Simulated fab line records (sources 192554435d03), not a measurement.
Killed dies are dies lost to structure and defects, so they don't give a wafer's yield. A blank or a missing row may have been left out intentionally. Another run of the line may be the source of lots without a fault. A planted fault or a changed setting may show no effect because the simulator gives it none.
fab line records	flow n5-finfet
[record] lots = 10	wafers = 30	last-day = 19
route steps=1938 shown BEOL_M3@1002 BEOL_M4@1022 PASSIVATION@1936
lots that met no fault: from a run of the same line without faults
start-h: hours from the record's first day to the start of the lot's first wafer shown	wait-h: hours since the lot's step before	" same as the row above	L1.1+2: a single row standing in for several wafers	- no value present, or no start provided	* or withheld: withheld	< > ~ a bound
route shown NAME@n: a module of which the file shows steps, and the number in the route of the first	usual: mean/standard deviation of fault-free wafers	same: alike in all rows	chamber/n: place in a boat	sites: per-site readings	_std_site: the values' standard deviation	_edge_site: inner sites' mean taken away from outer sites' mean	radius-mm: how far each site lies from the wafer's centre	mask NAME#n: copy n	behind: the most recent tool/chamber to have shaped the wafer	hold: why the lot went on hold/how many hours it stayed there/how the hold came to an end	device: names the non-switching transistor (n, p or np)	end of line: tests run on the same wafers once the route is complete	a step without rows: its recipe alone	killed: the dies lost at the first sort to structure and to defects; this is not the yield of the wafer	map: dies across one wafer; x = killed, . = not, _ = none there
set.NAME: the setting the step ran with; set.NAME@STEP: the setting that earlier step ran with	model.NAME: the simulator's own value behind a step, which no gauge read
route steps across a sampled set of lots; one table per step, one row per wafer
services: from which hour (start-h, from the record's first day; less than 0 if before it) a tool's chamber was out of use, for how many hours, and why
[[steps]]
[step N5_BEOL_M3_SPUTTER_88]
[recipe] material = Cu	target-thk-a = 45	temp-c = -20	chamber-pressure-pa = 0.07	power-w = withheld	time-s = 8.29
[usual] chamber-pressure-pa = 0.07001/0.00014	throttle-valve-pct = 30.2/1.1
lot.wafer	tool	chamber	start-h	wait-h	chamber-pressure-pa	throttle-valve-pct
L889.2	pvd-sputter-01	-	170.11	0.1	0.07003	31.1
L889.3	"	-	"	"	0.06976	31.2
L889.4	"	-	"	"	0.06994	31.6
L890.2	pvd-sputter-02	-	176.23	0.1	0.07007	28.2
L890.4	"	-	"	"	0.07001	30.6
L890.5	"	-	"	"	0.07019	28.1
L894.3	pvd-sputter-01	-	189.80	0.1	0.07001	31.0
L894.5	"	-	"	"	0.0702	31.2
L894.6	"	-	"	"	0.06998	31.4
L897.2	pvd-sputter-03	-	214.42	0.1	0.07009	30.8
L897.5	"	-	"	"	0.07012	29.4
L897.6	"	-	"	"	0.07005	31.0
L898.1	pvd-sputter-01	-	217.20	0.1	0.07008	28.2
L898.3	"	-	"	"	0.07006	31.0
L898.6	"	-	"	"	0.07014	28.2
L901.1	pvd-sputter-02	-	280.22	0.1	0.06992	28.1
L901.2	"	-	"	"	0.06998	31.3
L901.4	"	-	"	"	0.07004	30.1
L904.3	pvd-sputter-02	-	285.78	0.1	0.06975	30.4
L904.5	"	-	"	"	0.06994	30.5
L904.6	"	-	"	"	0.07011	28.1
L908.3	pvd-sputter-03	-	287.24	0.1	0.07009	30.2
L908.5	"	-	"	"	0.06982	29.5
L908.6	"	-	"	"	0.06992	30.0
L909.1	pvd-sputter-01	-	287.24	0.1	0.06972	31.0
L909.5	"	-	"	"	0.07021	28.1
L909.6	"	-	"	"	0.06985	30.8
L910.4	pvd-sputter-03	-	295.84	0.1	0.07018	30.2
L910.5	"	-	"	"	0.0701	29.9
L910.6	"	-	"	"	0.07012	30.8
[step N5_BEOL_M3_CO_CAP_55]
[recipe] material = Co	target-thk-a = 20	temp-c = 200	precursor = CCTBA/H2	pressure-torr = 30	time-s = 102.1
[usual] heater-power-w = 240/25
lot.wafer	tool	chamber	start-h	wait-h	heater-power-w
L889.2	cvd-co-01	2	171.86	0.0	256
L889.3	"	0	"	"	217
L889.4	"	2	"	"	264
L890.2	cvd-co-01	1	178.03	0.0	248
L890.4	"	0	"	"	214
L890.5	"	1	"	"	242
L894.3	cvd-co-01	0	191.54	0.0	217
L894.5	"	2	"	"	258
L894.6	"	0	"	"	217
L897.2	cvd-co-02	1	216.43	0.0	272
L897.5	"	0	"	"	212
L897.6	"	1	"	"	285
L898.1	cvd-co-02	2	219.49	0.0	231
L898.3	"	0	"	"	211
L898.6	"	2	"	"	221
L901.1	cvd-co-01	0	282.00	0.0	212
L901.2	"	2	"	"	262
L901.4	"	1	"	"	248
L904.3	cvd-co-02	2	287.53	0.0	228
L904.5	"	0	"	"	215
L904.6	"	2	"	"	233
L908.3	cvd-co-01	1	289.07	0.0	246
L908.5	"	0	"	"	211
L908.6	"	1	"	"	243
L909.1	cvd-co-02	2	289.19	0.0	226
L909.5	"	0	"	"	212
L909.6	"	1	"	"	279
L910.4	cvd-co-01	0	297.62	0.0	222
L910.5	"	2	"	"	263
L910.6	"	1	"	"	243
[step N5_BEOL_M3_DEP_57]
[recipe] material = SiCN	target-thk-a = 80	temp-c = withheld	precursor = 3MS/NH3	pressure-torr = 3	rf-w = 202	time-s = 14
[usual] chamber-pressure-Torr = 3.000/0.006	rf-fwd-power-W = 199.6/0.9	showerhead-plenum-p-Torr = 3.661/0.01	showerhead-vpp-V = 851/50	throttle-valve-pct = 9.1/0.49
lot.wafer	tool	chamber	start-h	wait-h	chamber-pressure-Torr	rf-fwd-power-W	showerhead-plenum-p-Torr	showerhead-vpp-V	throttle-valve-pct
L889.2	pecvd-02	2	171.97	0.0	3.000	199.2	3.665	903	8.7
L889.3	"	1	"	"	3.005	199.1	3.650	873	8.8
L889.4	"	2	"	"	2.996	199.3	3.659	898	8.6
L890.2	pecvd-04	2	178.15	0.0	3.002	200.1	3.650	772	8.8
L890.4	"	1	"	"	3.008	200.6	3.665	832	9.7
L890.5	"	2	"	"	3.001	200.2	3.651	765	8.6
L894.3	pecvd-04	1	191.66	0.0	2.998	200.9	3.646	826	9.9
L894.5	"	0	"	"	2.998	199.7	3.672	884	8.6
L894.6	"	1	"	"	2.992	200.5	3.669	840	10.0
L897.2	pecvd-04	0	216.55	0.0	3.005	199.9	3.684	859	8.6
L897.5	"	0	"	"	3.007	199.7	3.678	853	8.8
L897.6	"	1	"	"	3.011	200.6	3.652	835	10.3
L898.1	pecvd-02	1	219.61	0.0	2.999	199.5	3.642	887	8.8
L898.3	"	2	"	"	2.996	198.4	3.663	904	8.5
L898.6	"	1	"	"	2.992	199.7	3.645	886	9.0
L901.1	pecvd-02	0	282.12	0.0	3.005	198.7	3.666	797	9.4
L901.2	"	2	"	"	2.993	198.9	3.659	906	8.7
L901.4	"	1	"	"	3.004	199.6	3.641	891	8.9
L904.3	pecvd-04	0	287.64	0.0	-	-	-	-	-
L904.5	"	1	"	"	-	-	-	-	-
L904.6	"	2	"	"	-	-	-	-	-
L908.3	pecvd-02	0	289.18	0.0	-	-	-	-	-
L908.5	"	2	"	"	-	-	-	-	-
L908.6	"	1	"	"	-	-	-	-	-
L909.1	pecvd-01	2	289.32	0.0	2.994	198.8	3.662	876	8.4
L909.5	"	2	"	"	2.997	199.0	3.666	909	8.5
L909.6	"	1	"	"	3.006	200.1	3.672	912	9.6
L910.4	pecvd-02	1	297.72	0.0	3.004	199.7	3.653	886	8.9
L910.5	"	2	"	"	3.009	200.9	3.666	905	8.9
L910.6	"	0	"	"	3.004	199.1	3.671	818	9.5
[step N5_BEOL_M4_THK_MEAS_01]
[recipe] reads = SiOC_of_BEOL_M4_ILD_DEP_00
[usual] M4_ILD_THK = 78.9/0.97
lot.wafer	tool	chamber	start-h	wait-h	M4_ILD_THK[nm]
L889.2	film-metro-01	-	172.17	0.1	77.7
L889.3	"	-	"	"	77.6
L889.4	"	-	"	"	79.6
L890.2	film-metro-01	-	178.35	0.1	79.4
L890.4	"	-	"	"	80.0
L890.5	"	-	"	"	79.3
L894.3	film-metro-02	-	191.86	0.1	79.1
L894.5	"	-	"	"	79.7
L894.6	"	-	"	"	79.7
L897.2	film-metro-02	-	216.75	0.1	78.9
L897.5	"	-	"	"	80.0
L897.6	"	-	"	"	81.4
L898.1	film-metro-02	-	219.80	0.0	78.1
L898.3	"	-	"	"	78.0
L898.6	"	-	"	"	79.0
L901.1	film-metro-02	-	282.33	0.1	76.8
L901.2	"	-	"	"	77.1
L901.4	"	-	"	"	79.2
L909.1	film-metro-01	-	289.55	0.1	78.3
L909.5	"	-	"	"	79.4
L909.6	"	-	"	"	79.3
L910.4	film-metro-02	-	297.90	0.0	79.4
L910.5	"	-	"	"	79.2
L910.6	"	-	"	"	79.9
[step N5_BEOL_M4_RC_MEAS_101]
[usual] DIBL_N = 36.3/1.7	DIBL_P = 36.5/2.1	IOFF_N = 0.16/0.03	IOFF_P = 0.22/0.035	ION_N = 675/11	ION_P = 465/7.1	SS_N = 71.5/0.62	SS_P = 73.3/0.64	VT_N = 250/3.1	VT_P = -249.1/3
lot.wafer	tool	chamber	start-h	wait-h	DIBL_N[mV/V]	DIBL_P[mV/V]	IOFF_N[nA/um]	IOFF_P[nA/um]	ION_N[uA/um]	ION_P[uA/um]	SS_N[mV/dec]	SS_P[mV/dec]	VT_N[mV]	VT_P[mV]
L889.2	prober-02	0	181.83	0.2	36.3	36.0	0.15	0.21	670	464	71.2	72.9	251	-248.5
L889.3	"	0	"	"	39.2	38.8	0.22	0.24	679	462	71.9	73.5	245	-249.6
L889.4	"	0	"	"	34.9	33.5	0.13	0.16	668	455	70.1	72.4	251	-255.4
L890.2	prober-02	0	188.85	0.2	37.0	37.1	0.16	0.24	688	479	71.4	73.4	249	-247.9
L890.4	"	0	"	"	36.8	36.1	0.14	0.21	666	465	71.5	73.0	253	-248.5
L890.5	"	0	"	"	38.2	38.9	0.19	0.27	689	476	71.7	73.9	247	-246.0
L894.3	prober-02	0	202.05	0.3	35.2	31.7	0.13	0.17	671	459	71.0	72.1	253	-252.1
L894.5	"	0	"	"	37.0	34.8	0.16	0.20	685	467	71.5	72.7	249	-252.0
L894.6	"	0	"	"	37.0	34.8	0.15	0.20	662	460	71.9	72.6	251	-250.5
L897.2	prober-01	0	223.79	0.2	35.4	36.4	0.16	0.21	660	460	71.6	73.4	248	-251.2
L897.5	"	0	"	"	35.8	37.6	0.18	0.23	679	467	70.7	73.8	245	-249.6
L897.6	"	0	"	"	35.8	35.5	0.15	0.19	666	454	71.8	73.0	247	-251.7
L898.1	prober-02	0	226.44	0.0	36.7	35.8	0.16	0.22	686	469	71.6	73.4	250	-249.1
L898.3	"	0	"	"	33.5	32.1	0.10	0.16	656	457	70.9	72.8	256	-253.1
L898.6	"	0	"	"	35.0	34.4	0.13	0.19	678	463	71.0	73.4	251	-250.4
L901.1	prober-01	0	297.93	0.0	33.6	33.2	0.13	0.18	654	452	71.5	73.0	251	-250.5
L901.2	"	0	"	"	38.5	38.7	0.22	0.27	687	469	72.2	73.7	245	-247.3
L901.4	"	0	"	"	33.4	33.4	0.12	0.18	657	458	71.7	73.0	253	-251.6
L909.1	prober-02	0	312.24	0.0	36.3	37.6	0.16	0.22	682	468	71.6	73.7	251	-250.8
L909.5	"	0	"	"	38.9	40.8	0.22	0.28	684	473	72.1	74.7	246	-246.8
L909.6	"	0	"	"	38.1	39.7	0.20	0.26	709	484	71.6	74.1	245	-246.6
L910.4	prober-02	0	332.50	0.5	36.4	38.1	0.16	0.23	671	467	71.5	73.8	252	-246.8
L910.5	"	0	"	"	34.0	35.8	0.13	0.20	686	475	70.5	73.1	253	-248.7
L910.6	"	0	"	"	36.9	38.7	0.19	0.24	691	480	71.2	73.9	245	-246.6
[step N5_PASSIVATION_PROBE_49]
[usual] defect-limited-yield = 91.2/1.4	killed_at_M0_to_M3 = 36/10	killed_at_M4_up = 13/5.1	killed-at-contacts = 12/5.4	killed-at-front-end = 39/11	killed-at-other = 3.5/2.4	killed-dies = 104/17	killed-on-rim = 14/3.8	killed-open = 67/13	killed-short = 36/8.3	sort_bin_5_function = 5.2/0.98	sort_bin_6_memory = 3.3/0.68	sort-n-pass = 1076/17	sort-yield-pct = 91.2/1.4
[same] gross-dies = 1180	killed-at-back-side = 0	sort_bin_4_leakage[%] = 0	sort_bin_8_speed[%] = 0
lot.wafer	tool	chamber	start-h	wait-h	defect-limited-yield[%]	killed_at_M0_to_M3	killed_at_M4_up	killed-at-contacts	killed-at-front-end	killed-at-other	killed-dies	killed-on-rim	killed-open	killed-short	sort_bin_5_function[%]	sort_bin_6_memory[%]	sort-n-pass	sort-yield-pct[%]
L897.5	prober-02	-	309.42	0.2	88.8	34	19	23	52	4	132	17	86	46	6.4	4.2	1048	88.8
L904.3	prober-01	-	448.93	0.1	0	1127	14	11	27	1	1180	152	72	26	96.7	3.0	0	0
L904.5	prober-01	-	449.03	0.2	0	1092	21	16	50	1	1180	152	83	47	95.0	4.6	0	0
L904.6	prober-01	-	449.08	0.3	0	1108	12	8	50	2	1180	152	87	39	94.4	4.8	0	0
L908.3	prober-01	-	450.90	0.1	0	1113	16	11	40	0	1180	152	81	38	95.8	3.9	0	0
L908.5	prober-01	-	451.00	0.2	0	1129	7	7	35	2	1180	152	64	36	96.5	3.3	0	0
L908.6	prober-01	-	451.05	0.3	0	1127	7	8	34	4	1180	152	55	35	96.9	2.8	0	0
// killed by level:class
L897.5 MOL_CONTACT_COAG:geometric-particle:open=20 FIN_SAQP:geometric-particle:open=14 STI_FIN_REVEAL:geometric-particle:open=9 DUMMY_GATE:geometric-particle:open=9 BEOL_M1:geometric-particle:open=8 BEOL_M1:geometric-particle:short=7 FIN_SAQP:geometric-particle:short=6 BEOL_M2:geometric-particle:short=5
L904.3 BEOL_M3:area-dep=1081 BEOL_M0_SAQP:geometric-particle:open=18 BEOL_M0_SAQP:geometric-particle:short=14 STI_FIN_REVEAL:geometric-particle:open=12 MOL_CONTACT_COAG:geometric-particle:open=8 BEOL_M1:geometric-particle:open=7 BEOL_M4:geometric-particle:open=6 FIN_SAQP:geometric-particle:open=5
L904.5 BEOL_M3:area-dep=1049 MOL_CONTACT_COAG:geometric-particle:open=14 BEOL_M0_SAQP:geometric-particle:short=13 BEOL_M4:geometric-particle:open=12 STI_FIN_REVEAL:geometric-particle:open=11 BEOL_M0_SAQP:geometric-particle:open=10 FIN_SAQP:geometric-particle:open=9 FIN_SAQP:geometric-particle:short=8
L904.6 BEOL_M3:area-dep=1053 BEOL_M2:geometric-particle:open=15 STI_FIN_REVEAL:geometric-particle:open=12 FIN_SAQP:geometric-particle:open=11 BEOL_M0_SAQP:geometric-particle:short=10 BEOL_M0_SAQP:geometric-particle:open=8 BEOL_M4:geometric-particle:open=8 BEOL_M0:geometric-particle:open=6
L908.3 BEOL_M3:area-dep=1061 FIN_SAQP:geometric-particle:open=15 BEOL_M0_SAQP:geometric-particle:short=14 BEOL_M0_SAQP:geometric-particle:open=14 BEOL_M2:geometric-particle:open=10 DUMMY_GATE:geometric-particle:open=9 MOL_CONTACT_COAG:geometric-particle:open=9 BEOL_M4:geometric-particle:open=6
L908.5 BEOL_M3:area-dep=1079 BEOL_M1:geometric-particle:open=12 FIN_SAQP:geometric-particle:open=10 BEOL_M0:geometric-particle:open=9 BEOL_M2:geometric-particle:open=8 FIN_SAQP:geometric-particle:short=6 MOL_CONTACT_COAG:geometric-particle:open=6 DUMMY_GATE:geometric-particle:open=4
L908.6 BEOL_M3:area-dep=1090 BEOL_M1:geometric-particle:open=10 FIN_SAQP:geometric-particle:open=9 GATE_CUT:geometric-particle:short=8 BEOL_M0_SAQP:geometric-particle:open=8 FIN_SAQP:geometric-particle:short=5 BEOL_M0_SAQP:geometric-particle:short=5 BEOL_M3:geometric-particle:open=5
[[services]]
tool	chamber	start-h	hours	kind
cvd-co-02	-	173.97	5.8	repair
pecvd-01	2	202.38	-	clean
pecvd-01	2	202.38	-	consumable-replace:showerhead
pecvd-01	2	202.38	29.0	scheduled-down
pecvd-01	2	202.38	29.0	vent-cycle
cvd-co-02	-	222.66	6.0	pm
cvd-co-02	-	235.32	13.1	repair
pecvd-02	1	244.20	30.8	repair
cvd-co-01	-	254.04	0.8	repair
pecvd-04	2	254.70	2.1	scheduled-down
pecvd-01	2	284.86	2.1	scheduled-down
pecvd-01	0	288.83	5.5	scheduled-down
pecvd-04	-	289.65	1.4	repair
pecvd-01	-	295.24	5.5	pm
[[key]]
[first-sign] step = N5_BEOL_M3_DEP_57	reading = tool-record	direction = missing
[effect] step = N5_PASSIVATION_PROBE_49	reading = killed_at_M0_to_M3	direction = up	sigmas = 99+	usual = 36	struck = 1116
[more-kills-born-at] N5_BEOL_M3_DEP_57@pecvd-02 = 3230	N5_BEOL_M3_DEP_57@pecvd-04 = 3183
met-at N5_BEOL_M3_DEP_57
struck-lots L904,L908
later-rows-left-out L904.3,L904.5,L904.6,L908.3,L908.5,L908.6
not-acting-at N5_BEOL_M3_SPUTTER_88,N5_BEOL_M3_CO_CAP_55,N5_BEOL_M4_THK_MEAS_01
onset-between 282.12 287.64
[fault] kind = skipped-step-whole	tool = pecvd-02,pecvd-04	chamber = -	onset-h = 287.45	steps = N5_BEOL_M3_DEP_57	scope = struck-lots-only
// later-rows-left-out: the simulator's readings of these wafers behind a module that went badly wrong aren't trusted and aren't shown, but for the sort
